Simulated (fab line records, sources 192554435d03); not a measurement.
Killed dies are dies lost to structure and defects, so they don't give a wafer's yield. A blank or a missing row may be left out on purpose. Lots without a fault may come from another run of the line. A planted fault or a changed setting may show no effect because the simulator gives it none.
fab line records | flow n5_finfet
record lots=6 wafers=16 last_day=16
route steps=1938 shown SD_EPI_P@303 PASSIVATION@1936
lots that met no fault: from a run of the same line without faults
start_h: hours from the record's first day to the start of the lot's first wafer shown | wait_h: hours since the lot's step before | " the same as in the row above | L1.1+2: a row that stands for several wafers | - no value, or no start given | * or withheld: withheld | < > ~ a bound
route shown NAME@n: a module of which the file shows steps, and the number in the route of the first | usual: mean/standard deviation of fault-free wafers | same: alike in all rows | chamber/n: place in a boat | sites: the reading at each site | _std_site: their standard deviation | _edge_site: outer sites' mean less inner sites' | radius_mm: how far each site lies from the wafer's centre | mask NAME#n: copy n | behind: the tool/chamber that last shaped the wafer | hold: why the lot was held/for how many hours/how that ended | device: the transistor (n, p or np) that didn't switch | end of line: the same wafers' tests at the end of the route | a step without rows: its recipe alone | killed: dies lost to structure and defects at the first sort, not the wafer's yield | map: a wafer's dies, x killed, . not, _ none there
set.NAME: the setting as run; set.NAME@STEP: as run at that earlier step | model.NAME: the simulator's own value behind a step, which no gauge read
lots at some steps of the route; a table a step, a row a wafer
services: from which hour (start_h, from the record's first day; less than 0 if before it) a tool's chamber was out of use, for how many hours, and why
## steps
# step N5_SD_EPI_P_CD_MEAS_09
# recipe target_cd_nm=240 landing_energy_ev=500 detector=se_inlens
# usual cd_nm=239.8/0.98
# columns lot.wafer tool chamber start_h wait_h cd_nm
L391.4 cd_sem-03 0 84.71 - 239.1
L391.5 " 0 " " 240.6
L394.4 cd_sem-01 0 101.68 - 239.4
L394.5 " 0 " " 238.9
L401.4 cd_sem-01 0 142.54 - 240.3
L401.5 " 0 " " 239.2
L401.6 " 0 " " 239.9
L402.2 cd_sem-03 0 151.43 - 240.6
L402.4 " 0 " " 238.7
L402.6 " 0 " " 238.5
L405.1 cd_sem-02 0 166.38 - 238.4
L405.5 " 0 " " 239.4
L405.6 " 0 " " 238.7
L408.1 cd_sem-01 0 185.79 - 240.8
L408.2 " 0 " " 242.0
L408.3 " 0 " " 241.1
# step N5_SD_EPI_P_OVL_MEAS_10
# recipe points_per_wafer=44
# usual SD_P_BLK_OVL=-0.3/0.7
# columns lot.wafer tool chamber start_h wait_h SD_P_BLK_OVL[nm]
L391.4 overlay-02 0 84.74 0.0 -0.2
L391.5 " 0 " " 1.4
L394.4 overlay-01 0 101.71 0.0 -0.3
L394.5 " 0 " " 0.6
L401.4 overlay-02 0 142.57 0.0 -0.9
L401.5 " 0 " " -2.2
L401.6 " 0 " " -0.9
L402.2 overlay-02 0 151.46 0.0 -0.1
L402.4 " 0 " " -0.2
L402.6 " 0 " " 1.0
L405.1 overlay-02 0 166.41 0.0 -0.7
L405.5 " 0 " " -0.1
L405.6 " 0 " " 0.4
L408.1 overlay-01 0 185.82 0.0 -0.6
L408.2 " 0 " " -1.3
L408.3 " 0 " " -2.0
# step N5_SD_EPI_P_INSPECT_11
# recipe mode=adi inspect_instrument=macro
# usual raw_defect_count=2.0/1.5
# columns lot.wafer tool chamber start_h wait_h raw_defect_count
L391.4 defect_inspect-01 - 84.76 0.0 3
L391.5 " - " " 1
L394.4 defect_inspect-01 - 101.73 0.0 0
L394.5 " - " " 1
L401.4 defect_inspect-01 - 142.59 0.0 1
L401.5 " - " " 2
L401.6 " - " " 3
L402.2 defect_inspect-01 - 151.48 0.0 3
L402.4 " - " " 1
L402.6 " - " " 3
L405.1 defect_inspect-02 - 166.43 0.0 2
L405.5 " - " " 4
L405.6 " - " " 2
L408.1 defect_inspect-01 - 185.84 0.0 1
L408.2 " - " " 5
L408.3 " - " " 1
# step N5_SD_EPI_P_DESCUM_14
# recipe chemistry=O2 time_s=7.9 source_power_w=50 bias_power_w=20 pressure_mtorr=20 rf_frequency_hz=2.712e+07 temp_c=40 resist=CAR-ArF-block o2_flow_sccm=225
# step N5_SD_EPI_P_ETCH_36
# recipe chemistry=CF4 target=SiARC target_depth_a=455 mask_material=CAR-ArF-block time_s=75.8 ion_energy_ev=80 pressure_mtorr=40 source_w=545 bias_w=36 Ar_flow_sccm=100 cf4_flow_sccm=100 ends=cleared
# step N5_SD_EPI_P_ETCH_37
# recipe chemistry=N2/H2 target=SOC overetch_a=1080 mask_material=SiARC temp_c=40 ion_energy_ev=100 source_w=3000 bias_w=133 pressure_mtorr=20 time_s=486 n2_flow_sccm=200 h2_flow_sccm=200 ends=end_point
# usual bias_w=133.0/0.42 chamber_pressure_mTorr=20.001/0.018 drypump_motor_current_A=5.6/0.52 oes_product_au=0.70/0.073 rf_vpp_V=240.3/1.6 showerhead_plenum_p_Torr=2.51/0.1 throttle_valve_pct=23.8/0.33
# columns lot.wafer tool chamber start_h wait_h bias_w chamber_pressure_mTorr drypump_motor_current_A oes_product_au rf_hours_counter_h rf_vpp_V showerhead_plenum_p_Torr throttle_valve_pct
L391.4 rie_diel-03 3 85.04 0.2 132.5 20.003 6.4 0.64 - 239.4 2.41 23.6
L391.5 " 2 " " 132.7 20.003 5.2 0.82 - 240.0 2.49 23.6
L394.4 rie_diel-06 0 102.01 0.2 133.7 20.029 6.2 0.66 - 238.7 2.43 24.3
L394.5 " 3 " " 133.1 19.976 4.7 0.77 - 241.1 2.56 23.6
L401.4 rie_diel-02 3 142.73 0.0 132.9 19.971 6.0 0.62 245 240.3 2.62 23.9
L401.5 " 0 " " 132.5 20.016 5.7 0.68 - 238.5 2.36 24.4
L401.6 " 3 " " 132.5 20.022 6.0 0.62 - 241.9 2.62 23.9
L402.2 rie_diel-03 1 151.64 0.0 132.9 20.001 5.0 0.82 18 242.3 2.71 23.7
L402.4 " 0 " " 133.1 19.995 6.0 0.63 203 242.3 2.63 23.5
L402.6 " 2 " " 132.6 20.014 5.3 0.78 - 239.5 2.48 23.6
L405.1 rie_diel-06 2 166.55 0.0 132.6 20.024 4.7 0.63 224 240.4 2.51 24.2
L405.5 " 2 " " 132.3 19.964 4.8 0.63 - 240.4 2.51 24.2
L405.6 " 3 " " 133.1 19.992 4.8 0.74 - 240.6 2.55 23.6
L408.1 rie_diel-03 3 186.10 0.0 133.6 19.997 6.4 0.63 234 239.6 2.40 23.7
L408.2 " 2 " " 132.9 20.000 5.2 0.77 46 240.0 2.47 23.6
L408.3 " 1 " " 132.9 19.980 5.0 0.80 29 240.5 2.71 23.7
# step N5_SD_EPI_P_STRIP_38
# recipe chemistry=N2/H2 temp_c=40 n2_flow_sccm=200 h2_flow_sccm=200 rf_frequency_hz=6e+07
# step N5_SD_EPI_P_ETCHBACK_46
# recipe chemistry=CH3F/O2 mode=anisotropic_etchback target=SiNx target_depth_a=175 stop_on=SiO2 over_etch_frac=0.3 ion_energy_ev=120 pressure_mtorr=30 source_w=395 bias_w=73 Ar_flow_sccm=150 CH3F_flow_sccm=30 O2_flow_sccm=20
# step N5_SD_EPI_P_ETCH_47
# recipe chemistry=CH3F/O2 target=SiOCN target_depth_a=250 mask_material=SOC ion_energy_ev=60 bias_w=29 pressure_mtorr=30 source_w=410 Ar_flow_sccm=150 CH3F_flow_sccm=30 O2_flow_sccm=20
# usual CH3F_flow_sccm=30.00/0.091 O2_flow_sccm=20.00/0.064 drypump_motor_current_A=5.6/0.52 oes_product_au=0.78/0.089 rf_vpp_V=125.2/2.7 showerhead_plenum_p_Torr=1.98/0.088 throttle_valve_pct=16.41/0.22
# columns lot.wafer tool chamber start_h wait_h CH3F_flow_sccm O2_flow_sccm drypump_motor_current_A oes_product_au rf_hours_counter_h rf_vpp_V showerhead_plenum_p_Torr throttle_valve_pct
L391.4 rie_diel-03 3 85.36 0.1 29.97 20.11 6.5 0.71 - 122.8 1.88 16.31
L391.5 " 2 " " 29.98 19.95 5.3 0.92 - 128.4 1.96 16.31
L394.4 rie_diel-06 0 102.33 0.1 30.11 20.04 6.2 0.74 - 128.4 1.90 16.73
L394.5 " 3 " " 30.05 19.99 4.7 0.88 - 127.8 2.01 16.22
L401.4 rie_diel-02 3 143.16 0.1 29.86 20.02 6.0 0.67 245 130.7 2.08 16.62
L401.5 " 0 " " 29.98 20.04 5.7 0.76 - 128.0 1.85 16.60
L401.6 " 3 " " 29.90 19.95 6.0 0.67 - 129.4 2.08 16.60
L402.2 rie_diel-03 1 152.06 0.1 30.07 19.97 5.0 0.92 18 123.7 2.13 15.98
L402.4 " 0 " " 29.91 20.00 6.0 0.69 203 123.7 2.08 16.32
L402.6 " 2 " " 29.90 19.93 5.2 0.87 - 128.8 1.95 16.36
L405.1 rie_diel-06 2 166.98 0.1 30.03 20.04 4.7 0.69 224 124.0 1.98 16.67
L405.5 " 2 " " 29.91 19.99 4.7 0.69 - 123.5 1.98 16.69
L405.6 " 3 " " 30.10 20.01 4.8 0.85 - 124.9 2.00 16.29
L408.1 rie_diel-03 3 186.53 0.1 29.98 20.01 6.5 0.69 234 121.6 1.87 16.36
L408.2 " 2 " " 29.95 20.01 5.3 0.84 46 126.2 1.95 16.37
L408.3 " 1 " " 29.94 20.08 5.0 0.87 30 124.2 2.12 16.01
# step N5_SD_EPI_P_ETCH_16
# recipe chemistry=CHF3/O2 target=SiO2 target_depth_a=50 mask_material=SOC pressure_mtorr=30 source_w=650 bias_w=170 Ar_flow_sccm=200 CHF3_flow_sccm=50 O2_flow_sccm=5 ion_energy_ev=200
# usual CHF3_flow_sccm=50.00/0.16 O2_flow_sccm=4.999/0.015 drypump_motor_current_A=5.6/0.52 oes_product_au=0.78/0.088 rf_vpp_V=514/11 showerhead_plenum_p_Torr=2.39/0.1 throttle_valve_pct=18.97/0.22
# columns lot.wafer tool chamber start_h wait_h CHF3_flow_sccm O2_flow_sccm drypump_motor_current_A oes_product_au rf_hours_counter_h rf_vpp_V showerhead_plenum_p_Torr throttle_valve_pct
L391.4 rie_diel-03 3 85.43 0.0 50.18 5.015 6.5 0.70 - 501 2.27 18.83
L391.5 " 2 " " 50.17 5.014 5.2 0.91 - 523 2.37 18.96
L394.4 rie_diel-06 0 102.40 0.0 49.75 4.989 6.3 0.73 - 530 2.28 19.27
L394.5 " 3 " " 49.83 4.984 4.7 0.88 - 515 2.42 18.80
L401.4 rie_diel-02 3 143.26 0.1 50.14 4.998 6.0 0.67 245 532 2.50 19.11
L401.5 " 0 " " 50.13 5.019 5.7 0.75 - 527 2.24 19.19
L401.6 " 3 " " 49.98 5.009 6.0 0.66 - 534 2.50 19.11
L402.2 rie_diel-03 1 152.16 0.1 50.01 4.950 5.0 0.92 18 508 2.56 18.59
L402.4 " 0 " " 50.20 5.010 5.9 0.69 203 509 2.49 18.85
L402.6 " 2 " " 49.97 5.014 5.3 0.87 - 522 2.36 19.00
L405.1 rie_diel-06 2 167.08 0.1 49.81 4.975 4.7 0.69 224 511 2.40 19.30
L405.5 " 2 " " 49.73 4.981 4.7 0.69 - 511 2.40 19.30
L405.6 " 3 " " 50.01 4.999 4.7 0.85 - 515 2.41 18.85
L408.1 rie_diel-03 3 186.63 0.1 50.20 5.002 6.4 0.68 234 503 2.26 18.87
L408.2 " 2 " " 50.04 4.996 5.3 0.83 46 523 2.36 19.03
L408.3 " 1 " " 49.86 4.991 5.0 0.88 30 510 2.56 18.63
# step N5_SD_EPI_P_STRIP_50
# recipe chemistry=CHF3/O2 resist=SiARC rf_frequency_hz=6e+07
# step N5_SD_EPI_P_SD_RECESS_17
# recipe chemistry=HBr/Cl2/O2 target_depth_a=391 bt_time_s=3 pressure_mtorr=10 icp_w=800 bias_w=112 HBr_flow_sccm=150 Cl2_flow_sccm=80 O2_flow_sccm=12
# usual drypump_motor_current_A=5.8/0.43 oes_product_au=0.996/0.02 throttle_valve_pct=37.2/0.47
# columns lot.wafer tool chamber start_h wait_h drypump_motor_current_A oes_product_au rf_hours_counter_h throttle_valve_pct
L391.4 rie_si-06 2 85.48 0.0 5.6 0.989 62 37.2
L391.5 " 2 " " 5.6 0.995 - 37.2
L394.4 rie_si-02 2 102.45 0.0 6.4 0.990 35 37.7
L394.5 " 0 " " 6.2 1.016 - 37.5
L401.4 rie_si-02 0 143.33 0.0 6.2 1.022 193 37.5
L401.5 " 1 " " 5.2 0.979 - 37.2
L401.6 " 0 " " 6.1 1.024 - 37.5
L402.2 rie_si-06 2 152.23 0.0 5.6 1.004 63 37.2
L402.4 " 3 " " 4.9 1.028 86 37.6
L402.6 " 3 " " 4.9 1.033 - 37.5
L405.1 rie_si-06 1 167.15 0.0 6.1 1.002 73 37.7
L405.5 " 0 " " 6.2 0.991 - 37.2
L405.6 " 1 " " 6.1 1.001 - 37.7
L408.1 rie_si-03 3 186.70 0.0 5.6 1.016 2 37.7
L408.2 " 2 " " 5.2 1.015 167 36.6
L408.3 " 1 " " 5.6 0.986 123 36.7
# step N5_SD_EPI_P_WET_ETCH_45
# recipe chemistry=dHF dilution=withheld time_s=10.7 target=SiO2 target_depth_a=20 temp_c=25 dry=ipa_marangoni rinse_time_s=30 rinse_temp_c=23
# usual rinse_temp_c=23.01/0.1 rinse_time_s=30/0 time_s=10.7/0
# columns lot.wafer tool chamber start_h wait_h rinse_temp_c rinse_time_s time_s
L391.4 wet_bench-03 0 85.57 0.1 23.08 30 10.7
L391.5 " 7 " " 22.86 30 10.7
L394.4 wet_bench-05 4 102.55 0.1 22.98 30 10.7
L394.5 " 3 " " 23.04 30 10.7
L401.4 wet_bench-03 1 143.42 0.1 - - -
L401.5 " 2 " " - - -
L401.6 " 5 " " - - -
L402.2 wet_bench-03 1 152.33 0.1 - - -
L402.4 " 7 " " - - -
L402.6 " 3 " " - - -
L405.1 wet_bench-05 6 167.25 0.1 23.10 30 10.7
L405.5 " 0 " " 23.06 30 10.7
L405.6 " 5 " " 23.10 30 10.7
L408.1 wet_bench-01 0 186.79 0.1 22.92 30 10.7
L408.2 " 4 " " 23.30 30 10.7
L408.3 " 6 " " 23.13 30 10.7
# step N5_SD_EPI_P_STRIP_40
# recipe chemistry=N2/H2 power_w=1000 temp_c=250 h2_frac=0.65 overash_fraction=0.3 pressure_mtorr=withheld n2_flow_sccm=1750 h2_flow_sccm=3250
# usual drypump_motor_current_A=6.1/0.57 heater_power_w=378/35 oes_product_au=0.762/0.011
# columns lot.wafer tool chamber start_h wait_h drypump_motor_current_A heater_power_w oes_product_au rf_hours_counter_h
L391.4 plasma_asher-01 0 85.64 0.0 5.2 413 0.774 -
L391.5 " 1 " " 6.4 383 0.773 -
L394.4 plasma_asher-01 0 102.62 0.0 5.1 400 0.749 -
L394.5 " 0 " " 5.1 402 0.798 -
L401.4 plasma_asher-02 1 143.49 0.0 5.9 330 0.763 -
L401.5 " 0 " " 6.8 407 0.774 -
L401.6 " 1 " " 5.9 334 0.760 -
L402.2 plasma_asher-02 1 152.38 0.0 5.9 330 0.761 101
L402.4 " 1 " " 5.9 330 0.770 -
L402.6 " 1 " " 5.9 332 0.759 -
L405.1 plasma_asher-01 1 167.29 0.0 6.4 386 0.762 55
L405.5 " 0 " " 5.1 411 0.765 -
L405.6 " 1 " " 6.4 385 0.748 -
L408.1 plasma_asher-02 0 186.86 0.0 6.7 410 0.759 108
L408.2 " 1 " " 5.9 332 0.763 108
L408.3 " 1 " " 5.9 332 0.762 -
# step N5_PASSIVATION_PROBE_49
# usual killed_at_M0_to_M3=32/9.3 killed_at_M4_up=14/4.9 killed_at_contacts=15/7.5 killed_at_front_end=40/11 killed_at_other=4/3.3 killed_dies=104/17 killed_open=68/14 killed_short=33/7.9
# same gross_dies=1180 killed_at_back_side=0
# columns lot.wafer tool chamber start_h wait_h killed_at_M0_to_M3 killed_at_M4_up killed_at_contacts killed_at_front_end killed_at_other killed_dies killed_open killed_short
L401.4 prober-01 - 344.06 0.2 22 8 4 83 2 119 55 15
L401.5 prober-01 - 344.11 0.2 20 7 6 36 35 104 48 22
L401.6 prober-01 - 344.16 0.3 22 7 16 38 2 85 52 31
L402.2 prober-02 - 363.30 0.1 41 17 13 42 10 123 81 35
L402.4 prober-02 - 363.40 0.2 28 15 13 40 1 97 65 30
L402.6 prober-02 - 363.50 0.3 30 5 20 36 11 102 49 45
# killed by level:class
L401.4 FIN_CUT:area_etch=47 FIN_SAQP:geometric_particle:open=9 STI_FIN_REVEAL:geometric_particle:open=8 BEOL_M3:geometric_particle:open=7 DUMMY_GATE:geometric_particle:open=5 BEOL_M2:geometric_particle:open=4 BEOL_M1:geometric_particle:open=4 BEOL_M8:geometric_particle:open=3
L401.5 PASSIVATION:area_etch=31 FIN_SAQP:geometric_particle:open=10 STI_FIN_REVEAL:geometric_particle:open=8 FIN_SAQP:geometric_particle:short=6 MOL_CONTACT_COAG:geometric_particle:open=5 BEOL_M0_SAQP:geometric_particle:short=5 BEOL_M2:geometric_particle:open=4 BEOL_M0_SAQP:geometric_particle:open=4
L401.6 MOL_CONTACT_COAG:geometric_particle:open=15 BEOL_M0_SAQP:geometric_particle:short=11 FIN_SAQP:geometric_particle:open=10 FIN_SAQP:geometric_particle:short=5 BEOL_M0_SAQP:geometric_particle:open=5 STARTING-WAFER:geometric_particle:open=5 STI_FIN_REVEAL:geometric_particle:open=4 BEOL_M8:geometric_particle:open=4
L402.2 STI_FIN_REVEAL:geometric_particle:open=13 MOL_CONTACT_COAG:geometric_particle:open=11 BEOL_M3:geometric_particle:open=11 BEOL_M4:geometric_particle:open=11 BEOL_M0_SAQP:geometric_particle:short=8 BEOL_M0_SAQP:geometric_particle:open=8 FIN_SAQP:geometric_particle:open=5 FIN_SAQP:geometric_particle:short=5
L402.4 MOL_CONTACT_COAG:geometric_particle:open=11 FIN_SAQP:geometric_particle:open=10 BEOL_M0_SAQP:geometric_particle:short=10 BEOL_M4:geometric_particle:open=9 BEOL_M0_SAQP:geometric_particle:open=7 STARTING-WAFER:geometric_particle:open=7 GATE_CUT:geometric_particle:short=6 DUMMY_GATE:geometric_particle:open=5
L402.6 MOL_CONTACT_COAG:geometric_particle:open=13 FIN_SAQP:geometric_particle:short=9 MOL_CONTACT_COAG:geometric_particle:short=7 BEOL_M0_SAQP:geometric_particle:short=7 BEOL_M2:geometric_particle:open=7 PASSIVATION:area_etch=6 FIN_SAQP:geometric_particle:open=5 STI_FIN_REVEAL:geometric_particle:short=5
## services
# columns tool chamber start_h hours kind
wet_bench-01 - 65.48 2.3 repair
rie_diel-03 1 68.41 - clean
rie_diel-03 1 68.41 - consumable_replace:focus_ring
rie_diel-03 1 68.41 - consumable_replace:showerhead
rie_diel-03 1 68.41 23.2 scheduled_down
rie_diel-03 1 68.41 23.2 vent_cycle
rie_diel-06 1 70.09 4.3 repair
rie_si-03 3 78.49 - clean
rie_si-03 3 78.49 20.6 scheduled_down
rie_si-03 3 78.49 20.6 vent_cycle
rie_diel-06 - 98.98 0.4 repair
rie_diel-03 0 115.96 8.9 repair
rie_si-03 - 126.25 0.8 repair
plasma_asher-02 - 149.07 2.7 pm
rie_diel-02 3 159.07 - clean
rie_diel-02 3 159.07 - consumable_replace:focus_ring
rie_si-02 0 160.57 - clean
rie_si-02 0 160.57 24.8 scheduled_down
rie_si-02 0 160.57 24.8 vent_cycle
rie_diel-06 0 163.38 9.6 repair
## key
first_sign step=N5_SD_EPI_P_WET_ETCH_45 reading=tool_record direction=missing
effect none on later readings
met_at N5_SD_EPI_P_WET_ETCH_45
struck_wafers L401.4,L401.5,L401.6,L402.2,L402.4,L402.6
tester_left_out L401,L402
baseline_loss step=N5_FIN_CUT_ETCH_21 wafers=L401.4
baseline_loss step=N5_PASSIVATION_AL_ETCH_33 wafers=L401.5
onset_between 85.57 143.42
fault kind=skipped_step_whole tool=wet_bench-03 chamber=- onset_h=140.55 steps=N5_SD_EPI_P_WET_ETCH_45 scope=struck_lots_only
# tester_left_out: of these lots the tester's yield and bins aren't shown, on N5 and GAA mostly nor the transistor test; their killed dies are dies lost to structure and defects alone, not to doping, threshold or leakage, so they don't give the yield
# baseline_loss: these wafers lose ten dies or more at that step, a loss of the line's own and not of a fault; the sort's usual values leave them out
